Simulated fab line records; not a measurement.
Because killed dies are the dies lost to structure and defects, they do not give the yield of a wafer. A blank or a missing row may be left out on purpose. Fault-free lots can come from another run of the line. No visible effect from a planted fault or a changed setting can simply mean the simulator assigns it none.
Comparing a struck lot with a sound one    flow nandHarc    12 out of 1302 route steps
Sound: wafers L386.1, L386.4, L386.6. Struck: wafers L393.1, L393.4, L393.6. At the end, the cause is stated.
At each step with rows: each side's tool, then ch and its chambers, then its first start. Under that, the readings that differ: sound wafers    struck wafers    difference of the means    sigmas: that difference in standard deviations of wafers without a fault.
alike: same words and numbers on both sides, and readings whose means sit less than 2 such deviations apart. not compared: any withheld reading, any reading some wafer has no value for, any bound like >300 that may hide the same value, and any number with overlapping values for which the record gives no deviation.
The two part at a step that has a row with sigmas, a row that says differs or no value, or rows on one side only. Numbers that have no deviation but don't overlap get no sigmas and don't part them. A reading missing from all wafers of one side parts the sides only when that side holds two or more wafers.

NHARC_A_CHANNEL_FILL_D1_THK_MEAS_06: measures by ellipsometry.
  sound on filmMetro-01, day 13 17:55; struck on filmMetro-01, day 16 09:14
  alike: thkNm
NHARC_A_CHANNEL_FILL_D1_ALD_25: deposits SiOx, target thk 60 nm, pulse time 10 s, ald cycles 600.
  sound on aldHk-02 ch 1,3, day 13 18:35; struck on aldHk-03 ch 0,1,3, day 16 10:37
  alike: heaterPowerW, precursorPulseHeightRel
NHARC_A_CHANNEL_FILL_D1_ETCHBACK_08: etches the open film in C4F8, target depth 220 nm, time 110 s.
  sound: rieDiel-03 ch 0,1,3; struck: rieDiel-07 ch 0,1,2
reading              sound           struck          difference  sigmas
oesProductAu (a.u.)  1.00 0.98 1.00  0.93 0.92 0.93  -0.07       -2
  alike: rfVppV, runLengthS
  not compared: rfHoursCounterH
NHARC_A_CHANNEL_FILL_D1_STRIP_29: strips in O2, time 20 s.
  sound: rieDiel-03 ch 1,2,3; struck: rieDiel-07 ch 1,2,3
  alike: drypumpMotorCurrentA, oesProductAu, rfVppV, showerheadPlenumPTorr, throttleValvePct
  not compared: rfHoursCounterH
then, 3 steps without rows for these wafers: NHARC_A_CHANNEL_FILL_D1_PRECLEAN_30 (cleans in dHF, time 30 s); NHARC_A_CHANNEL_FILL_D1_SRD_31; NHARC_A_CHANNEL_FILL_D1_CVD_09 (deposits poly-Si, target thk 150 nm, time 3000 s).
NHARC_A_CHANNEL_FILL_D1_CMP_10: polishes, target thk 150 nm.
  sound on cmp-03 ch 1,2,3, day 14 05:17; struck on cmp-02 ch 0,1,2, day 17 01:48
  alike: edgeZonePressureFrac, motorCurrentA, retainingRingPressureFrac, timeToEndpointS
then, 1 step without rows for these wafers: NHARC_A_CHANNEL_FILL_D1_SRD_12.
NHARC_A_CHANNEL_FILL_D1_INSPECT_13:
  sound on defectInspect-02, day 14 05:40; struck on defectInspect-02, day 17 02:11
  alike: rawDefectCount
NHARC_A_DECK1_JOINT_ETCHBACK_07: etches the open film in HBr, target depth 105 nm, time 26.9 s.
  sound on rieSi-02 ch 0,1,2, day 14 05:44; struck on rieSi-02 ch 1,2,3, day 17 02:15
reading         sound           struck          difference  sigmas
runLengthS (s)  48.6 49.0 47.7  36.8 37.5 36.6  -11.5       -32
  alike: drypumpMotorCurrentA, oesProductAu, throttleValvePct
  not compared: rfHoursCounterH
then, 1 step without rows for these wafers: NHARC_A_DECK1_JOINT_ETCH_25 (etches SiO2 in dHF, target depth 0.5 nm).

== WHERE THEY PART ==
Last at NHARC_A_DECK1_JOINT_ETCHBACK_07 as far as this record goes, first at NHARC_A_CHANNEL_FILL_D1_ETCHBACK_08.

WHY: whatever the simulator had introduced
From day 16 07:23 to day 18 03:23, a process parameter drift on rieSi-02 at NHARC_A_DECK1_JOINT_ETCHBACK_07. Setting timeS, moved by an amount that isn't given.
